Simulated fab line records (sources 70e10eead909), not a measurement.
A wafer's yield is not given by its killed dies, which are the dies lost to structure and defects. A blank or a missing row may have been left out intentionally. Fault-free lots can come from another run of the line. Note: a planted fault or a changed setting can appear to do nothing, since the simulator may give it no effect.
Which tool did it? -- flow nand_harc -- 11 lots, 33 wafers sampled, at 7 steps of a route of 1159

WHAT THE GAUGES READ, wafer by wafer
NHARC_A_SGD_CUT_THK_MEAS_22: measures by ellipsometry. Usual: thk_nm 148.5 nm, standard deviation 1.3.
lot,measured,on,thk_nm (nm),flag
L235,day 14 02:50,film_metro-02,146.7 146.5 146.0,
L237,day 14 16:04,film_metro-01,148.8 149.4 147.1,
L239,day 15 02:18,film_metro-01,148.5 147.1 146.9,
L241,day 16 03:54,film_metro-02,148.9 148.3 152.0,
L244,day 16 19:08,film_metro-02,147.6 148.2 148.2,
L245,day 17 12:07,film_metro-01,149.0 151.6 148.1,
L252,day 19 01:14,film_metro-01,49.8 50.7 49.8,OFF
L256,day 19 18:34,film_metro-01,149.2 147.7 146.9,
L254,day 19 18:34,film_metro-02,51.5 49.4 51.5,OFF
L255,day 19 18:34,film_metro-01,51.8 51.7 49.1,OFF
L257,day 20 04:43,film_metro-01,148.3 148.3 149.2,

NHARC_END_SORT_01. Usual: killed_at_array 26, standard deviation 8.6; killed_at_other 0.7, standard deviation 0.97; killed_at_periphery 3.2, standard deviation 2.2; killed_dies 30, standard deviation 8.9; killed_open 3.1, standard deviation 1.8; killed_short 2.2, standard deviation 1.8.
lot,measured,on,killed_at_array,killed_at_other,killed_at_periphery,killed_dies,killed_open,killed_short,flag
L252,day 24 12:37,prober-02,676 672 673,0 1 1,1 4 3,677 677 677,3 2 2,1 2 4,OFF
L254,day 25 06:07,prober-02,674 671 677,1 0 0,2 6 0,677 677 677,1 0 4,2 4 1,OFF
L255,day 24 15:41,prober-01,671 675 675,0 1 0,6 1 2,677 677 677,5 2 3,0 1 5,OFF

WHICH TOOL RAN EACH LOT (tool, then ch and the chambers of the sampled wafers, then the start)
lot,NHARC_A_STAIRCASE_DEP_471,NHARC_A_SGD_CUT_ETCH_58,NHARC_A_SGD_CUT_ETCH_15,NHARC_A_SGD_CUT_DEP_20,NHARC_A_SGD_CUT_CMP_21
L235,"pecvd-02 ch 0,1,2, day 13 19:24","rie_diel-04 ch 0,2,3, day 13 20:56","rie_diel-04 ch 0,1, day 13 21:59 or earlier","fcvd-01 ch 0,1, day 13 21:59","cmp-04 ch 2,3, day 14 02:35"
L237,"pecvd-03 ch 0,2, day 14 08:48","rie_diel-06 ch 1,2, day 14 10:26","rie_diel-06 ch 0,2,3, day 14 11:28 or earlier","fcvd-01 ch 0,1, day 14 11:28","cmp-01 ch 1,3, day 14 15:50"
L239,"pecvd-02 ch 0,2, day 14 19:01","rie_diel-08 ch 0,1,3, day 14 20:41","rie_diel-08 ch 0,3, day 14 21:43 or earlier","fcvd-02 ch 0,1, day 14 21:43","cmp-04 ch 0,1,3, day 15 02:07"
L241,"pecvd-02 ch 0,2, day 15 20:31","rie_diel-06 ch 0,2,3, day 15 22:04","rie_diel-06 ch 2,3, day 15 23:05 or earlier","fcvd-02 ch 0,1, day 15 23:05","cmp-01 ch 1,2, day 16 03:40"
L244,"pecvd-02 ch 0,1,2, day 16 09:29","rie_diel-04 ch 0,1,2, day 16 11:08","rie_diel-04 ch 1,2,3, day 16 12:32 or earlier","fcvd-02 ch 0,1, day 16 12:32","cmp-02 ch 0,1,2, day 16 18:54"
L245,"pecvd-02 ch 0,1,2, day 17 03:49","rie_diel-06 ch 0,1, day 17 05:25","rie_diel-06 ch 1,2, day 17 06:30 or earlier","fcvd-02 ch 0,1, day 17 06:30","cmp-01 ch 0,1, day 17 11:53"
L252,"pecvd-04 ch 1,2, day 18 17:38","rie_diel-06 ch 0,3, day 18 19:22","rie_diel-06 ch 0,1,3, day 18 20:23 or earlier","fcvd-02 ch 0,1, day 18 20:23","cmp-02 ch 0,1,2, day 19 01:03"
L256,"pecvd-04 ch 1,2, day 19 10:34","rie_diel-06 ch 0,2,3, day 19 12:13","rie_diel-06 ch 0,1,3, day 19 13:14 or earlier","fcvd-01 ch 0,1, day 19 13:14","cmp-04 ch 0,1,2, day 19 18:20"
L254,"pecvd-03 ch 0,1,2, day 19 10:49","rie_diel-08 ch 0,1,2, day 19 12:27","rie_diel-08 ch 0,1,2, day 19 13:34 or earlier","fcvd-02 ch 0,1, day 19 13:34","cmp-02 ch 0,2, day 19 18:20"
L255,"pecvd-03 ch 0,1, day 19 11:21","rie_diel-06 ch 0,1,2, day 19 13:05","rie_diel-06 ch 1,2,3, day 19 14:07 or earlier","fcvd-01 ch 0,1, day 19 14:07","cmp-01 ch 0,1,3, day 19 18:20"
L257,"pecvd-02 ch 0,1,2, day 19 21:28","rie_diel-08 ch 0,2,3, day 19 23:06","rie_diel-08 ch 0,2,3, day 20 00:09 or earlier","fcvd-02 ch 0,1, day 20 00:09","cmp-04 ch 0,1, day 20 04:28"
- NHARC_A_STAIRCASE_DEP_471: deposits SiO2, target thk 100 nm.
- NHARC_A_SGD_CUT_ETCH_58: etches the open film in CF4, target depth 39 nm, time 65 s.
- NHARC_A_SGD_CUT_ETCH_15: etches the open film in CH3F/O2, target depth 75 nm, time 64.3 s.
- NHARC_A_SGD_CUT_DEP_20: deposits SiO2, target thk 150 nm.
- NHARC_A_SGD_CUT_CMP_21: polishes, target thk 148.19 nm.

WHAT THE TOOLS THEMSELVES READ (means of the sampled wafers that have a number; where no wafer has one, the mark that the record gives instead)
NHARC_A_STAIRCASE_DEP_471. Usual: chamber_pressure_Torr 6.499 Torr, standard deviation 0.014; flow_sccm 2650 sccm, standard deviation 8; heater_power_w 546 W, standard deviation 98; throttle_valve_pct 15.6 %, standard deviation 0.56.
lot,tool,chamber_pressure_Torr (Torr),flow_sccm (sccm),heater_power_w (W),throttle_valve_pct (%),flag
L235,pecvd-02,6.513,2651,566,15.4,
L237,pecvd-03,6.507,2649,489,15.9,
L239,pecvd-02,6.490,2644,419,15.2,
L241,pecvd-02,6.505,2657,488,15.0,
L244,pecvd-02,6.483,2649,517,15.0,
L245,pecvd-02,6.486,2649,524,15.1,
L252,pecvd-04,6.505,2654,638,15.7,
L256,pecvd-04,6.492,2656,646,15.4,
L254,pecvd-03,6.512,2651,544,16.1,
L255,pecvd-03,6.486,2648,543,16.2,
L257,pecvd-02,6.498,2651,564,15.3,

NHARC_A_SGD_CUT_ETCH_58. Usual: drypump_motor_current_A 5.67 A, standard deviation 0.25; oes_product_au 0.999 a.u., standard deviation 0.0076; rf_vpp_V 151.6 V, standard deviation 1.2; showerhead_plenum_p_Torr 1.79 Torr, standard deviation 0.059; throttle_valve_pct 13.286 %, standard deviation 0.0094.
lot,tool,drypump_motor_current_A (A),oes_product_au (a.u.),rf_vpp_V (V),showerhead_plenum_p_Torr (Torr),throttle_valve_pct (%),flag
L235,rie_diel-04,5.95,1.000,152.1,1.78,13.281,
L237,rie_diel-06,5.75,0.989,151.3,1.81,13.290,
L239,rie_diel-08,5.60,0.997,151.7,1.76,13.298,
L241,rie_diel-06,5.58,0.991,152.4,1.80,13.282,
L244,rie_diel-04,5.83,0.995,151.2,1.73,13.279,
L245,rie_diel-06,5.49,1.006,152.2,1.81,13.285,
L252,rie_diel-06,5.47,0.997,150.7,1.75,13.285,
L256,rie_diel-06,5.56,0.994,151.7,1.79,13.289,
L254,rie_diel-08,5.70,0.998,152.2,1.79,13.293,
L255,rie_diel-06,5.58,0.993,152.5,1.82,13.288,
L257,rie_diel-08,5.68,1.002,150.9,1.77,13.290,

NHARC_A_SGD_CUT_ETCH_15. Usual: drypump_motor_current_A 5.66 A, standard deviation 0.23; o2_flow_sccm 30.00 sccm, standard deviation 0.084; oes_product_au 0.963 a.u., standard deviation 0.015; rf_vpp_V 264.1 V, standard deviation 1.3; showerhead_plenum_p_Torr 2.48 Torr, standard deviation 0.086; throttle_valve_pct 20.664 %, standard deviation 0.0088.
lot,tool,drypump_motor_current_A (A),o2_flow_sccm (sccm),oes_product_au (a.u.),rf_vpp_V (V),showerhead_plenum_p_Torr (Torr),throttle_valve_pct (%),flag
L235,rie_diel-04,5.59,30.13,0.966,262.5,2.35,20.664,
L237,rie_diel-06,5.56,29.97,0.978,263.6,2.50,20.658,
L239,rie_diel-08,5.62,29.98,0.967,263.2,2.42,20.670,
L241,rie_diel-06,5.77,29.94,0.955,265.4,2.48,20.661,
L244,rie_diel-04,5.97,29.95,0.921,265.0,2.50,20.654,
L245,rie_diel-06,5.75,30.02,0.960,264.5,2.51,20.670,
L252,rie_diel-06,5.49,30.05,0.967,264.9,2.48,20.663,
L256,rie_diel-06,5.48,29.92,0.969,263.5,2.48,20.665,
L254,rie_diel-08,5.69,29.96,0.961,264.6,2.49,20.663,
L255,rie_diel-06,5.66,29.99,0.967,264.3,2.45,20.662,
L257,rie_diel-08,5.68,30.01,0.957,264.2,2.46,20.661,

NHARC_A_SGD_CUT_DEP_20. Usual: susceptor_temp_C 64.97 C, standard deviation 0.13.
lot,tool,susceptor_temp_C (C),flag
L235,fcvd-01,-,
L237,fcvd-01,-,
L239,fcvd-02,-,
L241,fcvd-02,-,
L244,fcvd-02,-,
L245,fcvd-02,65.01,
L252,fcvd-02,-,
L256,fcvd-01,64.94,
L254,fcvd-02,-,
L255,fcvd-01,-,
L257,fcvd-02,64.83,

NHARC_A_SGD_CUT_CMP_21. Usual: edge_zone_pressure_frac 1.000, standard deviation 0.005; motor_current_A 12.5 A, standard deviation 1.3; retaining_ring_pressure_frac 1.000, standard deviation 0.0048; time_to_endpoint_s 50.2 s, standard deviation 2.4.
lot,tool,edge_zone_pressure_frac,motor_current_A (A),retaining_ring_pressure_frac,time_to_endpoint_s (s),flag
L235,cmp-04,0.998,11.6,0.999,50.3,
L237,cmp-01,1.003,13.8,0.993,50.8,
L239,cmp-04,0.999,12.6,0.996,47.0,
L241,cmp-01,1.001,13.0,0.995,53.0,
L244,cmp-02,1.002,12.2,0.999,50.8,
L245,cmp-01,0.999,14.1,0.995,47.1,
L252,cmp-02,1.000,11.9,0.997,16.9,OFF
L256,cmp-04,1.001,13.4,1.002,54.1,
L254,cmp-02,1.003,11.4,1.000,15.2,OFF
L255,cmp-01,0.998,13.2,1.001,14.4,OFF
L257,cmp-04,1.004,13.8,1.002,50.5,

THE ANSWER, worked out from the rows above alone
Rule: a lot counts as off when the mean over its wafers that have a number is more than 3 standard deviations away from the usual mean. A lot without any number at a reading at which 4 lots or more have one is off too. All remaining lots with rows at the step are treated as sound. The gauges are gone through in route order, then the tools' own readings, and for those a lot's mean is taken as printed above. The first step at which some lot is off is used, and at that step the reading that is off furthest; a lot without a number counts as furthest.
Off at NHARC_A_SGD_CUT_THK_MEAS_22 (thk_nm): L252, L254, L255.
A tool fits if, at a process step before that reading, it ran every lot that is off, and no sound lot after the first of them. The gauges at NHARC_A_SGD_CUT_THK_MEAS_22 aren't tried: what is off there is off at NHARC_END_SORT_01 too, on other tools, and a gauge's error can't cause that. Because NHARC_A_SGD_CUT_ETCH_15 lacks a start for some lots, the hours and order of its lots are taken from NHARC_A_SGD_CUT_DEP_20. Not one of the candidates tried fits.

WHAT THE SIMULATOR HAD PUT IN
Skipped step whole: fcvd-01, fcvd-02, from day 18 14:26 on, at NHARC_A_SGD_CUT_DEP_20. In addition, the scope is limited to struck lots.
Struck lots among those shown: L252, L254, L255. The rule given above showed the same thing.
